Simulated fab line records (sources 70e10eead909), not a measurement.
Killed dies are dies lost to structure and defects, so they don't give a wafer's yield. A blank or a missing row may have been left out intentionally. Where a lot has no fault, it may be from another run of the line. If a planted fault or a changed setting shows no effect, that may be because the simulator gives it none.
Which of the tools did it? / flow nand-harc / 18 wafers from 6 lots sampled at 3 of the route's 1302 steps

== WHAT EACH GAUGE READ, for each wafer ==
NHARC_THIN_TSV_CD_MEAS_33: the cd target is 5000 nm.
lot=L684; measured=day 24 17:32; on=cd-sem-02; cd-nm (nm)=5000.8 4998.9 5001.8
lot=L689; measured=day 27 13:41; on=cd-sem-01; cd-nm (nm)=5001.8 5000.5 4999.3
lot=L691; measured=day 27 18:25; on=cd-sem-02; cd-nm (nm)=4996.9 4995.2 4999.1
lot=L695; measured=day 29 04:20; on=cd-sem-01; cd-nm (nm)=5000.4 4999.1
lot=L699; measured=day 30 22:04; on=cd-sem-01; cd-nm (nm)=5001.1 4997.1 4997.9
lot=L704; measured=day 33 10:25; on=cd-sem-01; cd-nm (nm)=4997.3 5000.6 5000.9

== WHAT TOOL EACH LOT RAN ON (gives the tool, then ch and the chambers of the sampled wafers, and finally the start) ==
lot=L684; NHARC_A_CHANNEL_FILL_D2_ETCHBACK_19=rie-si-02 ch 0,1,3, day 14 21:04; NHARC_A_BONDPAD_CMP_19=cmp-03 ch 2,3, day 23 20:46
lot=L689; NHARC_A_CHANNEL_FILL_D2_ETCHBACK_19=rie-si-03 ch 1,2,3, day 16 23:04; NHARC_A_BONDPAD_CMP_19=cmp-04 ch 0,1,2, day 26 17:34
lot=L691; NHARC_A_CHANNEL_FILL_D2_ETCHBACK_19=rie-si-01 ch 2,3, day 18 10:07; NHARC_A_BONDPAD_CMP_19=cmp-03 ch 2,3, day 27 02:04
lot=L695; NHARC_A_CHANNEL_FILL_D2_ETCHBACK_19=rie-si-01 ch 0,1,2, day 19 18:07; NHARC_A_BONDPAD_CMP_19=cmp-03 ch 0,3, day 28 09:15
lot=L699; NHARC_A_CHANNEL_FILL_D2_ETCHBACK_19=rie-si-02 ch 0,1, day 21 05:01; NHARC_A_BONDPAD_CMP_19=cmp-04 ch 0,2,3, day 30 03:20
lot=L704; NHARC_A_CHANNEL_FILL_D2_ETCHBACK_19=rie-si-03 ch 0,1,2, day 23 20:56; NHARC_A_BONDPAD_CMP_19=cmp-02 ch 0,1,3, day 32 15:57
- NHARC_A_CHANNEL_FILL_D2_ETCHBACK_19: etches the open film in HBr/Cl2, target depth 5 nm, time 1.7 s.
- NHARC_A_BONDPAD_CMP_19: polishes, t overpolish 30 s, cu recess touch 16 s, target thk 169.82 nm.

== THE ANSWER, worked out from the rows above alone ==
Rule: the lots themselves supply what counts as usual. Put in order of their means at a reading, lots are off if they are a third of the lots or fewer, leave a main group of 4 or more, and stand apart from it by a gap of 3 or more times the standard deviation of the main group's means; of several such gaps the widest counts. Not used: any main group whose means are identical at the precision the tables above print for the reading. Also off: a lot with no number at a reading for which 4 or more lots have one. Any other lot the step has rows for is counted as sound.
Nothing can be told from this: no lot is off at any reading shown.

== WHAT HAD BEEN PUT IN BY THE SIMULATOR ==
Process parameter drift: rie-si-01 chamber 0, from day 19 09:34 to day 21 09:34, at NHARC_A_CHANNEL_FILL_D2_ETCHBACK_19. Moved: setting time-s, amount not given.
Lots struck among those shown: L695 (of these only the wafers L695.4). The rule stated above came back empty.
